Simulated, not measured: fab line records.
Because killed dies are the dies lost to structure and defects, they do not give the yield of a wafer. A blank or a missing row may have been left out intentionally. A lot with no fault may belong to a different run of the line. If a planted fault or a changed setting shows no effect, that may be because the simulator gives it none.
A struck lot beside a sound one ; flow nand-harc ; 16 steps out of a route of 1159
Sound: wafers L402.2, L402.3, L402.4. Struck: wafer L411.4. (L411.5 of the same lot was not struck and is left out.) The cause comes at the end.
Per side, at each step with rows, come the tool, then ch with its chambers, and then its first start. Under that, the readings that differ: sound wafers ; struck wafers ; difference of the means ; sigmas: that difference in standard deviations of wafers without a fault.
alike: words and numbers the same on both sides, and readings whose means are apart by under 2 such deviations; not compared: readings that were withheld, readings missing a value for some wafer, numbers with overlapping values and no deviation given by the record, and bounds like >300 which may hide the same value.
A row with sigmas, a row that says differs or no value, or rows on one side alone: a step with any of these is where the two part. Non-overlapping numbers with no deviation appear without sigmas and do not part them. A reading that every wafer of one side lacks parts them only if that side has two wafers or more.

NHARC_P_M0_DESCUM_14: chemistry O2, time 3 s.
  sound on rie-diel-10 ch 1,2,3, day 5 13:55; struck on rie-diel-10 ch 0, day 7 20:50
  alike: drypump-motor-current-A, oes-product-au, rf-vpp-V, showerhead-plenum-p-Torr, throttle-valve-pct
  not compared: rf-hours-counter-h
then, 2 steps without rows for these wafers: NHARC_P_M0_ETCH_34 (etches the open film in N2/H2, target depth 40 nm, overetch 12 nm, time 43.94 s); NHARC_P_M0_ETCH_15 (etches the open film in C4F8/Ar, target depth 150 nm, overetch 15 nm, time 82.5 s).
NHARC_P_M0_CD_MEAS_16:
  sound on cd-sem-03 at day 5 14:13; struck on cd-sem-03 at day 7 21:08
reading;sound;struck;difference;sigmas
cd-nm (nm);89.9 88.4 88.4;92.0;+3.1;+3
then, 2 steps without rows for these wafers: NHARC_P_M0_STRIP_18 (strips in N2/H2); NHARC_P_M0_STRIP_19 (strips in post etch residue remover, time 600 s).
NHARC_P_M0_DEGAS_28: time 60 s.
  sound on pvd-sputter-01 at day 5 14:52; struck on pvd-sputter-03 at day 7 21:45
  alike: heater-power-w
NHARC_P_M0_PRE_CLEAN_29: time 30 s.
  sound on pvd-sputter-01; struck on pvd-sputter-03
reading;sound;struck;difference;sigmas
heater-power-w (W);405 383 388;465;+73;+2
then, 1 step without rows for these wafers: NHARC_P_M0_PVD_20 (deposits TaN, target thk 5 nm, time 8.06 s).
NHARC_P_M0_PVD_21: deposits Cu, target thk 30 nm, time 20.49 s.
  sound on pvd-sputter-01; struck on pvd-sputter-03
reading;sound;struck;difference;sigmas
throttle-valve-pct (%);29.9 30.8 30.6;28.2;-2.2;-3
then, 1 step without rows for these wafers: NHARC_P_M0_ECD_22 (material Cu, target thk 400 nm).
NHARC_P_M0_ANNEAL_30: time 90 s.
  sound on rtp-anneal-02 ch 0, day 5 15:40; struck on rtp-anneal-01 ch 0, day 7 22:38
  alike: wafer_temp_C_max
NHARC_P_M0_CMP_23: polishes, t overpolish 20 s, target thk 117.53 nm.
  sound on cmp-01 ch 0,2,3, day 5 15:57; struck on cmp-01 ch 2, day 7 22:54
reading;sound;struck;difference;sigmas
time-to-endpoint-s (s);31 31 34;15;-17;-5
  alike: motor-current-A
NHARC_P_M0_THK_MEAS_24: measures by xrf.
  sound on film-metro-01 at day 5 16:16; struck on film-metro-02 at day 7 23:08
reading;sound;struck;difference;sigmas
thk-nm (nm);120.0 116.7 119.4;111.0;-7.7;-5
following that, these wafers have no rows for 1 step: NHARC_P_M0_SRD_25.
-- break in the record here, with 14 days between the starts of the struck wafers on either side (left off in module P_M0, picked up again in module END, where the first step shown is number 1159 on the route) --
NHARC_END_SORT_01:
  sound on prober-02 ch 0, day 18 21:26; struck on prober-01 ch 0, day 22 03:43
  alike: defect-limited-yield, killed-at-array, killed-at-other, killed-at-periphery, killed-dies, killed-open, killed-short, sort_bin_2_pct, sort_bin_3_pct, sort_bin_4_pct, sort-n-pass, sort-rim-yield-pct, sort-yield-pct

## WHERE THEY PART
Earliest at NHARC_P_M0_CD_MEAS_16; latest, in this record, at NHARC_P_M0_THK_MEAS_24. Later steps at which nothing parts them and some readings are alike: NHARC_END_SORT_01.

WHY: what had been put in by the simulator
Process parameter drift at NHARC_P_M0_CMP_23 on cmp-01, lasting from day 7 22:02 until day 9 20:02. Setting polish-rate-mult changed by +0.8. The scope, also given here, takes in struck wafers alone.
